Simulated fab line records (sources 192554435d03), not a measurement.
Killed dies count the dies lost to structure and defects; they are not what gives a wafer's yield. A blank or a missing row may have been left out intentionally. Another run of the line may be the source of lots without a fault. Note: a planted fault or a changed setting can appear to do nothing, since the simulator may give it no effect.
Comparing a struck lot with a sound one | flow n5_finfet | 21 out of 1938 route steps
Sound: wafers L946.1, L946.2, L946.3. Wafers struck: L936.1, L936.2, L936.6. At the end, the cause is stated.
Per side, at each step with rows, come the tool, then ch with its chambers, and then its first start. Under that, the readings that differ: sound wafers | struck wafers | difference of the means | sigmas: that difference in standard deviations of wafers without a fault.
alike: words and numbers the same on both sides, and readings whose means are apart by under 2 such deviations; not compared: readings that were withheld, readings missing a value for some wafer, numbers with overlapping values and no deviation given by the record, and bounds like >300 which may hide the same value.
Wherever a step has rows on one side only, a row that says differs or no value, or a row with sigmas, the two part there. Numbers that don't overlap but have no deviation are shown without sigmas and don't part them. A reading that every wafer of one side lacks parts them only if that side has two wafers or more.

first, 9 steps without rows for these wafers: N5_GATE_CUT_STRIP_21 (strips in N2/H2, time 30 s); N5_GATE_CUT_STRIP_29 (strips in post etch residue remover, time 60 s); N5_GATE_CUT_SRD_52 (time 30 s); N5_GATE_CUT_ALD_22 (deposits SiNx, target thk 16 nm, pulse time 1 s, ald cycles 320); N5_GATE_CUT_CMP_23 (polishes, stops on SiO2, t overpolish 23.4 s, target thk 16 nm); N5_GATE_CUT_CMP_43 (polishes SiO2); N5_GATE_CUT_CMP_61 (polishes, stops on SiNx, t overpolish 3 s); N5_MOL_CONTACT_COAG_COAT_103 (time 60 s, resist thk 80 nm); N5_MOL_CONTACT_COAG_COAT_104 (time 60 s, resist thk 12 nm).
N5_MOL_CONTACT_COAG_COAT_58: time 60 s, resist thk 10 nm.
  sound on litho_track-01 ch 0, day 9 13:01; struck on litho_track-03 ch 0, day 6 21:41
  reading                                                  | sound                | struck               | difference | sigmas
  spin_speed_rpm (rpm)                                     | 1499.2 1500.1 1500.2 | 1624.3 1623.9 1623.7 | +124.1     | +99 or more
  model.underlayer_of_MOL_CONTACT_COAG_COAT_58.thk_nm (nm) | 10 10 10             | 9.6 9.6 9.6          | -0.4       |
  alike: plate_temp_C, resist_line_temp_C
then, 7 steps without rows for these wafers: N5_MOL_CONTACT_COAG_COAT_02 (resist thk 30 nm); N5_MOL_CONTACT_COAG_EBR_04; N5_MOL_CONTACT_COAG_SOFTBAKE_03 (time 60 s); N5_MOL_CONTACT_COAG_EXPOSE_05 (exposes mask CA, defocus 0 nm); N5_MOL_CONTACT_COAG_PEB_06 (peb time 60 s); N5_MOL_CONTACT_COAG_DEVELOP_07 (develop time 30 s); N5_MOL_CONTACT_COAG_DESCUM_13 (chemistry O2, time 7 s).
N5_MOL_CONTACT_COAG_ETCH_59: etches underlayer in N2/H2, target depth 13 nm, time 10.4 s.
  sound on rie_diel-02 ch 0,1,2, day 9 13:34; struck on rie_diel-06 ch 0,1, day 6 22:06
  reading                                               | sound             | struck            | difference | sigmas
  throttle_valve_pct (%)                                | 18.3 18.3 18.4    | 17.5 18.0 17.5    | -0.7       | -2
  model.CAR-EUV_of_MOL_CONTACT_COAG_COAT_02.thk_nm (nm) | 14.4 14.8 14.4    | 15.2 15 15        | +0.5       |
  model.etch.depth_nm (nm)                              | 9.969 9.952 9.968 | 9.625 9.574 9.629 | -0.354     |
  alike: drypump_motor_current_A, etch_rf_on_time_s, oes_product_au, rf_vpp_V, showerhead_plenum_p_Torr
  not compared: rf_hours_counter_h
N5_MOL_CONTACT_COAG_ETCH_105: etches SiARC in CF4, target depth 15.6 nm, time 26 s.
  sound on rie_diel-02 ch 0,1,2, day 9 13:35; struck on rie_diel-06 ch 0,1, day 6 22:07
  reading                                               | sound       | struck    | difference | sigmas
  model.CAR-EUV_of_MOL_CONTACT_COAG_COAT_02.thk_nm (nm) | 5.2 5.6 5.2 | 6 5.8 5.8 | +1         |
  alike: drypump_motor_current_A, etch_rf_on_time_s, oes_product_au, rf_vpp_V, showerhead_plenum_p_Torr, throttle_valve_pct
  not compared: rf_hours_counter_h
then, 1 step without rows for these wafers: N5_MOL_CONTACT_COAG_ETCH_106 (etches SOC in N2/H2, target depth 80 nm, overetch 16 nm, time 120 s).
-- a jump in the record: the struck wafers' starts before and after are 4 days apart (it breaks off in module MOL_CONTACT_COAG and resumes in module BEOL_M4, where the first step shown is number 1111 of the route) --
N5_BEOL_M4_RC_MEAS_101:
  sound on prober-02 ch 0, day 13 08:51; struck on prober-01 ch 0, day 10 17:58
  alike: DIBL_N, DIBL_P, IOFF_N, IOFF_P, ION_N, ION_P, SS_N, SS_P, VT_N, VT_P

## WHERE THEY PART
First at N5_MOL_CONTACT_COAG_COAT_58; last, within this record, at N5_MOL_CONTACT_COAG_ETCH_59. Later steps at which nothing parts them and some readings are alike: N5_MOL_CONTACT_COAG_ETCH_105, N5_BEOL_M4_RC_MEAS_101.

WHY: whatever the simulator had introduced
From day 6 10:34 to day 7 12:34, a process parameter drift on litho_track-03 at N5_MOL_CONTACT_COAG_COAT_58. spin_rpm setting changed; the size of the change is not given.
